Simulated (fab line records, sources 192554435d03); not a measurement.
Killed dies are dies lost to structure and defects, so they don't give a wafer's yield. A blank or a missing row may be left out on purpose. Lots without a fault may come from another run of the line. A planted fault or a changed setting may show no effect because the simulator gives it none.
Split-lot experiment | flow n5_finfet | 7 lots, 39 wafers read, on a route of 1938 steps

THE SPLIT
At N5_MIM_BOT_ETCH_ETCH_04 (etches SiNx in CF4/O2, target depth 26 nm, time 13 s), the setting time_s was moved away from the recipe's 13 s on 18 of the 39 wafers read, by -36.8% to +37.3%. The other wafers ran this setting at the recipe's value.

The reading is taken at the split's own step.

THE READING
MIM_BOT_ETCH.cd_offset_nm (the simulator's own value, which no gauge read), in nm, at N5_MIM_BOT_ETCH_ETCH_04 (etches SiNx in CF4/O2, target depth 26 nm, time 13 s). The file gives no usual value for it. The 21 wafers here that ran the recipe average 0.0 nm, standard deviation 0.075 nm.

wafer  | tool, chamber at the split | time_s as run, s | against the recipe | MIM_BOT_ETCH.cd_offset_nm, nm | against lot-mates on the recipe
L083.1 | rie_diel-03, 1             | 16.93            | +30.2%             | -0.4                          | -0.3
L083.2 | rie_diel-03, 3             | 16.93            | +30.2%             | -0.4                          | -0.3
L083.3 | rie_diel-03, 0             | 13               | recipe             | 0                             | -
L083.4 | rie_diel-03, 2             | 13               | recipe             | 0                             | -
L083.5 | rie_diel-03, 0             | 13               | recipe             | -0.2                          | -
L083.6 | rie_diel-03, 1             | 16.93            | +30.2%             | -0.4                          | -0.3
L085.1 | rie_diel-01, 3             | 10.95            | -15.8%             | 0                             | +0.0
L085.2 | rie_diel-01, 1             | 10.95            | -15.8%             | 0.2                           | +0.2
L085.3 | rie_diel-01, 0             | 13               | recipe             | 0                             | -
L085.4 | rie_diel-01, 2             | 10.95            | -15.8%             | 0.2                           | +0.2
L085.5 | rie_diel-01, 0             | 13               | recipe             | 0                             | -
L085.6 | rie_diel-01, 1             | 13               | recipe             | 0                             | -
L086.1 | rie_diel-03, 0             | 8.22             | -36.8%             | 0.4                           | +0.4
L086.2 | rie_diel-03, 3             | 13               | recipe             | 0                             | -
L086.3 | rie_diel-03, 1             | 13               | recipe             | 0                             | -
L086.4 | rie_diel-03, 0             | 8.22             | -36.8%             | 0.4                           | +0.4
L086.5 | rie_diel-03, 1             | 13               | recipe             | 0                             | -
L086.6 | rie_diel-03, 3             | 8.22             | -36.8%             | 0.4                           | +0.4
L087.1 | rie_diel-01, 3             | 13               | recipe             | 0                             | -
L087.2 | rie_diel-01, 2             | 16.45            | +26.5%             | -0.4                          | -0.4
L087.3 | rie_diel-01, 2             | 13               | recipe             | 0                             | -
L087.4 | rie_diel-01, 3             | 16.45            | +26.5%             | -0.4                          | -0.4
L087.5 | rie_diel-01, 2             | 13               | recipe             | 0                             | -
L087.6 | rie_diel-01, 3             | 16.45            | +26.5%             | -0.4                          | -0.4
L088.1 | rie_diel-03, 1             | 13               | recipe             | 0                             | -
L088.4 | rie_diel-03, 2             | 13               | recipe             | 0.2                           | -
L088.5 | rie_diel-03, 3             | 13               | recipe             | 0                             | -
L091.1 | rie_diel-04, 0             | 17.85            | +37.3%             | -0.2                          | -0.3
L091.2 | rie_diel-04, 1             | 13               | recipe             | 0.2                           | -
L091.3 | rie_diel-04, 3             | 13               | recipe             | 0                             | -
L091.4 | rie_diel-04, 3             | 13               | recipe             | 0                             | -
L091.5 | rie_diel-04, 0             | 17.85            | +37.3%             | -0.2                          | -0.3
L091.6 | rie_diel-04, 1             | 17.85            | +37.3%             | -0.2                          | -0.3
L095.1 | rie_diel-01, 1             | 13               | recipe             | 0                             | -
L095.2 | rie_diel-01, 2             | 13               | recipe             | 0                             | -
L095.3 | rie_diel-01, 0             | 16.75            | +28.8%             | -0.4                          | -0.4
L095.4 | rie_diel-01, 3             | 16.75            | +28.8%             | -0.4                          | -0.4
L095.5 | rie_diel-01, 2             | 13               | recipe             | 0                             | -
L095.6 | rie_diel-01, 3             | 16.75            | +28.8%             | -0.2                          | -0.2

THE FIT
A straight line over all 39 wafers: MIM_BOT_ETCH.cd_offset_nm changes by -0.0104 nm for each +1% of time_s; r = -0.91; the points scatter about the line by 0.098 nm.
The same after taking each lot's own level away (the mean of its wafers on the recipe; 39 wafers): -0.0104 nm for each +1%; r = -0.94; scatter 0.079 nm.
On that fit, the largest move of time_s shifts the reading by 0.39 nm.
The lots' own levels span -0.07 to 0.07 nm, that is 1.8 times the standard deviation above.
So the lot-to-lot level changes the slope little: the two slopes agree.
Check: with one of the wafers moved furthest among these (+37.3%) left out of the fit, the line predicts -0.407 nm for it against its lot-mates. It came out at -0.267 nm against them.

OTHER SPLITS ON THESE WAFERS
These wafers also went through other splits before the reading. Each is held against what the fit with the lots' levels taken away leaves over:
other split on the same wafers | wafers away from the commonest value | r with MIM_BOT_ETCH.cd_offset_nm (lot level and that fit taken away)
N5_BEOL_M9_ILD_DEP_00 time_s   | 18                                   | -0.31
N5_BEOL_M10_ALD_74 ald_cycles  | 18                                   | +0.05
N5_BEOL_M14_ILD_DEP_00 time_s  | 18                                   | -0.25

THE WHOLE CHAIN: every reading that the file lists as answering this split, in the file's order
step                    | what it does                                         | reading                                                                    | change (the file's fit)                | r (the file's)
N5_MIM_BOT_ETCH_ETCH_04 | etches SiNx in CF4/O2, target depth 26 nm, time 13 s | etch.depth_nm (the simulator's own value, which no gauge read)             | +0.261 nm for each +1% of the setting  | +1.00
N5_MIM_BOT_ETCH_ETCH_04 | etches SiNx in CF4/O2, target depth 26 nm, time 13 s | MIM_BOT_ETCH.cd_offset_nm (the simulator's own value, which no gauge read) | -0.0105 nm for each +1% of the setting | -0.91

THE FILE'S OWN FIT
MIM_BOT_ETCH.cd_offset_nm changes by -0.0105 nm for each +1% of time_s, r = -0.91.
